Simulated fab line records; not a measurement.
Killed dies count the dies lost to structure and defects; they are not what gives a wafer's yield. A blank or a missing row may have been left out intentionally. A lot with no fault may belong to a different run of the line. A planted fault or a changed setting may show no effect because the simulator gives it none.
Split-lot experiment :: flow n5-finfet :: 39 wafers read across 7 lots, on a route 1938 steps long

ABOUT THE SPLIT
At N5_SD_EPI_P_EPI_21 (deposits SiGe:B, time 355 s), the setting temp-c was moved away from the recipe's 550 C on 15 of the 39 wafers read, by -0.7% to +0.5%. The other wafers ran this setting at the recipe's value.

FROM THE SPLIT ON TO THE READING: in between, the file shows 1 step
- N5_SD_EPI_P_EPI_MEAS_23

THE READING
SiGe-B_of_SD_EPI_P_EPI_21.thk-nm (the simulator's own value, which no gauge read), in nm, at N5_SD_EPI_P_HM_STRIP_48 (strips SiNx in H3PO4, material SiNx, target depth 3 nm). The file does not state a usual value for it. Average 60.7 nm, standard deviation 0.83 nm, over the 24 wafers here run with the recipe.

wafer: L076.1
tool, chamber at the split: epi-rpcvd-02, 0
temp-c as run, C: 550
against the recipe: recipe
SiGe-B_of_SD_EPI_P_EPI_21.thk-nm, nm: 62
against lot-mates on the recipe: -

wafer: L076.2
tool, chamber at the split: epi-rpcvd-02, 0
temp-c as run, C: 546.2
against the recipe: -0.7%
SiGe-B_of_SD_EPI_P_EPI_21.thk-nm, nm: 56.6
against lot-mates on the recipe: -4.8

wafer: L076.3
tool, chamber at the split: epi-rpcvd-02, 0
temp-c as run, C: 546.2
against the recipe: -0.7%
SiGe-B_of_SD_EPI_P_EPI_21.thk-nm, nm: 56.4
against lot-mates on the recipe: -5.0

wafer: L076.4
tool, chamber at the split: epi-rpcvd-02, 0
temp-c as run, C: 546.2
against the recipe: -0.7%
SiGe-B_of_SD_EPI_P_EPI_21.thk-nm, nm: 56
against lot-mates on the recipe: -5.4

wafer: L076.5
tool, chamber at the split: epi-rpcvd-02, 0
temp-c as run, C: 550
against the recipe: recipe
SiGe-B_of_SD_EPI_P_EPI_21.thk-nm, nm: 61.4
against lot-mates on the recipe: -

wafer: L076.6
tool, chamber at the split: epi-rpcvd-02, 0
temp-c as run, C: 550
against the recipe: recipe
SiGe-B_of_SD_EPI_P_EPI_21.thk-nm, nm: 60.8
against lot-mates on the recipe: -

wafer: L078.1
tool, chamber at the split: epi-rpcvd-02, 0
temp-c as run, C: 550
against the recipe: recipe
SiGe-B_of_SD_EPI_P_EPI_21.thk-nm, nm: 60
against lot-mates on the recipe: -

wafer: L078.2
tool, chamber at the split: epi-rpcvd-02, 0
temp-c as run, C: 548.3
against the recipe: -0.3%
SiGe-B_of_SD_EPI_P_EPI_21.thk-nm, nm: 58.2
against lot-mates on the recipe: -1.4

wafer: L078.5
tool, chamber at the split: epi-rpcvd-02, 0
temp-c as run, C: 548.3
against the recipe: -0.3%
SiGe-B_of_SD_EPI_P_EPI_21.thk-nm, nm: 58.2
against lot-mates on the recipe: -1.4

wafer: L078.3
tool, chamber at the split: epi-rpcvd-02, 0
temp-c as run, C: 550
against the recipe: recipe
SiGe-B_of_SD_EPI_P_EPI_21.thk-nm, nm: 59.6
against lot-mates on the recipe: -

wafer: L078.4
tool, chamber at the split: epi-rpcvd-02, 0
temp-c as run, C: 550
against the recipe: recipe
SiGe-B_of_SD_EPI_P_EPI_21.thk-nm, nm: 59.2
against lot-mates on the recipe: -

wafer: L078.6
tool, chamber at the split: epi-rpcvd-02, 0
temp-c as run, C: 548.3
against the recipe: -0.3%
SiGe-B_of_SD_EPI_P_EPI_21.thk-nm, nm: 57.4
against lot-mates on the recipe: -2.2

wafer: L086.1
tool, chamber at the split: epi-rpcvd-02, 0
temp-c as run, C: 550
against the recipe: recipe
SiGe-B_of_SD_EPI_P_EPI_21.thk-nm, nm: 59.2
against lot-mates on the recipe: -

wafer: L086.2
tool, chamber at the split: epi-rpcvd-02, 0
temp-c as run, C: 550
against the recipe: recipe
SiGe-B_of_SD_EPI_P_EPI_21.thk-nm, nm: 60.2
against lot-mates on the recipe: -

wafer: L086.5
tool, chamber at the split: epi-rpcvd-02, 0
temp-c as run, C: 550
against the recipe: recipe
SiGe-B_of_SD_EPI_P_EPI_21.thk-nm, nm: 60.2
against lot-mates on the recipe: -

wafer: L086.3
tool, chamber at the split: epi-rpcvd-02, 0
temp-c as run, C: 552.9
against the recipe: +0.5%
SiGe-B_of_SD_EPI_P_EPI_21.thk-nm, nm: 64.2
against lot-mates on the recipe: +4.3

wafer: L086.4
tool, chamber at the split: epi-rpcvd-02, 0
temp-c as run, C: 552.9
against the recipe: +0.5%
SiGe-B_of_SD_EPI_P_EPI_21.thk-nm, nm: 64
against lot-mates on the recipe: +4.1

wafer: L086.6
tool, chamber at the split: epi-rpcvd-02, 0
temp-c as run, C: 552.9
against the recipe: +0.5%
SiGe-B_of_SD_EPI_P_EPI_21.thk-nm, nm: 63.8
against lot-mates on the recipe: +3.9

wafer: L089.1
tool, chamber at the split: epi-rpcvd-04, 0
temp-c as run, C: 550
against the recipe: recipe
SiGe-B_of_SD_EPI_P_EPI_21.thk-nm, nm: 60.4
against lot-mates on the recipe: -

wafer: L089.4
tool, chamber at the split: epi-rpcvd-04, 0
temp-c as run, C: 550
against the recipe: recipe
SiGe-B_of_SD_EPI_P_EPI_21.thk-nm, nm: 60.4
against lot-mates on the recipe: -

wafer: L089.2
tool, chamber at the split: epi-rpcvd-04, 0
temp-c as run, C: 550
against the recipe: recipe
SiGe-B_of_SD_EPI_P_EPI_21.thk-nm, nm: 60.6
against lot-mates on the recipe: -

wafer: L089.3
tool, chamber at the split: epi-rpcvd-04, 0
temp-c as run, C: 546.2
against the recipe: -0.7%
SiGe-B_of_SD_EPI_P_EPI_21.thk-nm, nm: 55.6
against lot-mates on the recipe: -4.9

wafer: L089.6
tool, chamber at the split: epi-rpcvd-04, 0
temp-c as run, C: 546.2
against the recipe: -0.7%
SiGe-B_of_SD_EPI_P_EPI_21.thk-nm, nm: 55.6
against lot-mates on the recipe: -4.9

wafer: L089.5
tool, chamber at the split: epi-rpcvd-04, 0
temp-c as run, C: 546.2
against the recipe: -0.7%
SiGe-B_of_SD_EPI_P_EPI_21.thk-nm, nm: 55.8
against lot-mates on the recipe: -4.7

wafer: L092.1
tool, chamber at the split: epi-rpcvd-02, 0
temp-c as run, C: 550
against the recipe: recipe
SiGe-B_of_SD_EPI_P_EPI_21.thk-nm, nm: 60
against lot-mates on the recipe: -

wafer: L092.4
tool, chamber at the split: epi-rpcvd-02, 0
temp-c as run, C: 550
against the recipe: recipe
SiGe-B_of_SD_EPI_P_EPI_21.thk-nm, nm: 60
against lot-mates on the recipe: -

wafer: L092.2
tool, chamber at the split: epi-rpcvd-02, 0
temp-c as run, C: 548.6
against the recipe: -0.3%
SiGe-B_of_SD_EPI_P_EPI_21.thk-nm, nm: 58.8
against lot-mates on the recipe: -1.1

wafer: L092.3
tool, chamber at the split: epi-rpcvd-02, 0
temp-c as run, C: 550
against the recipe: recipe
SiGe-B_of_SD_EPI_P_EPI_21.thk-nm, nm: 59.8
against lot-mates on the recipe: -

wafer: L092.5
tool, chamber at the split: epi-rpcvd-02, 0
temp-c as run, C: 548.6
against the recipe: -0.3%
SiGe-B_of_SD_EPI_P_EPI_21.thk-nm, nm: 58.4
against lot-mates on the recipe: -1.5

wafer: L092.6
tool, chamber at the split: epi-rpcvd-02, 0
temp-c as run, C: 548.6
against the recipe: -0.3%
SiGe-B_of_SD_EPI_P_EPI_21.thk-nm, nm: 57.8
against lot-mates on the recipe: -2.1

wafer: L095.2
tool, chamber at the split: epi-rpcvd-04, 0
temp-c as run, C: 550
against the recipe: recipe
SiGe-B_of_SD_EPI_P_EPI_21.thk-nm, nm: 60.4
against lot-mates on the recipe: -

wafer: L095.4
tool, chamber at the split: epi-rpcvd-04, 0
temp-c as run, C: 550
against the recipe: recipe
SiGe-B_of_SD_EPI_P_EPI_21.thk-nm, nm: 61
against lot-mates on the recipe: -

wafer: L095.5
tool, chamber at the split: epi-rpcvd-04, 0
temp-c as run, C: 550
against the recipe: recipe
SiGe-B_of_SD_EPI_P_EPI_21.thk-nm, nm: 61
against lot-mates on the recipe: -

wafer: L097.1
tool, chamber at the split: epi-rpcvd-04, 0
temp-c as run, C: 550
against the recipe: recipe
SiGe-B_of_SD_EPI_P_EPI_21.thk-nm, nm: 61.4
against lot-mates on the recipe: -

wafer: L097.4
tool, chamber at the split: epi-rpcvd-04, 0
temp-c as run, C: 550
against the recipe: recipe
SiGe-B_of_SD_EPI_P_EPI_21.thk-nm, nm: 61.4
against lot-mates on the recipe: -

wafer: L097.2
tool, chamber at the split: epi-rpcvd-04, 0
temp-c as run, C: 550
against the recipe: recipe
SiGe-B_of_SD_EPI_P_EPI_21.thk-nm, nm: 61.6
against lot-mates on the recipe: -

wafer: L097.3
tool, chamber at the split: epi-rpcvd-04, 0
temp-c as run, C: 550
against the recipe: recipe
SiGe-B_of_SD_EPI_P_EPI_21.thk-nm, nm: 61.6
against lot-mates on the recipe: -

wafer: L097.5
tool, chamber at the split: epi-rpcvd-04, 0
temp-c as run, C: 550
against the recipe: recipe
SiGe-B_of_SD_EPI_P_EPI_21.thk-nm, nm: 62
against lot-mates on the recipe: -

wafer: L097.6
tool, chamber at the split: epi-rpcvd-04, 0
temp-c as run, C: 550
against the recipe: recipe
SiGe-B_of_SD_EPI_P_EPI_21.thk-nm, nm: 61.8
against lot-mates on the recipe: -

FIT RESULTS
A straight line over all 39 wafers: SiGe-B_of_SD_EPI_P_EPI_21.thk-nm changes by +6.81 nm for each +1% of temp-c; r = +0.95; the points scatter about the line by 0.74 nm.
The same after taking each lot's own level away (the mean of its wafers on the recipe; 39 wafers): +7.22 nm for each +1%; r = +0.99; scatter 0.36 nm.
That fit puts the effect of the largest move of temp-c on the reading at 5 nm.
The lots' own levels span 59.60 to 61.63 nm, that is 2.4 times the standard deviation above.
The two slopes agree, so the slope changes little with the lot-to-lot level.
Check: for one of the wafers moved furthest among these (-0.7%), held out of the fit, the line's prediction against its lot-mates is -4.9 nm. It came out at -4.8 nm against them.

OTHER SPLITS ON THESE WAFERS
Other splits were also applied to these wafers ahead of the reading. Each is held against what the fit with the lots' levels taken away leaves over:
other split on the same wafers: N5_FIN_SAQP_ETCH_52 source-w
wafers away from the commonest value: 15
r with SiGe-B_of_SD_EPI_P_EPI_21.thk-nm (lot level and that fit taken away): +0.23

THE WHOLE CHAIN: every reading that the file lists as answering this split, in the file's order
step: N5_SD_EPI_P_EPI_21
what it does: deposits SiGe:B, time 355 s
reading: SiGe-B_of_SD_EPI_P_EPI_21.thk-nm (the simulator's own value, which no gauge read)
change (the file's fit): +7.16 nm for each +1% of the setting
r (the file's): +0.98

step: N5_SD_EPI_P_EPI_MEAS_23
what it does: 
reading: thk-nm
change (the file's fit): withheld for each +1% of the setting
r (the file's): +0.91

step: N5_SD_EPI_P_HM_STRIP_48
what it does: strips SiNx in H3PO4, material SiNx, target depth 3 nm
reading: SiGe-B_of_SD_EPI_P_EPI_21.thk-nm (the simulator's own value, which no gauge read)
change (the file's fit): +7.12 nm for each +1% of the setting
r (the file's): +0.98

FILE'S OWN FIT
SiGe-B_of_SD_EPI_P_EPI_21.thk-nm changes by +7.12 nm for each +1% of temp-c, r = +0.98.
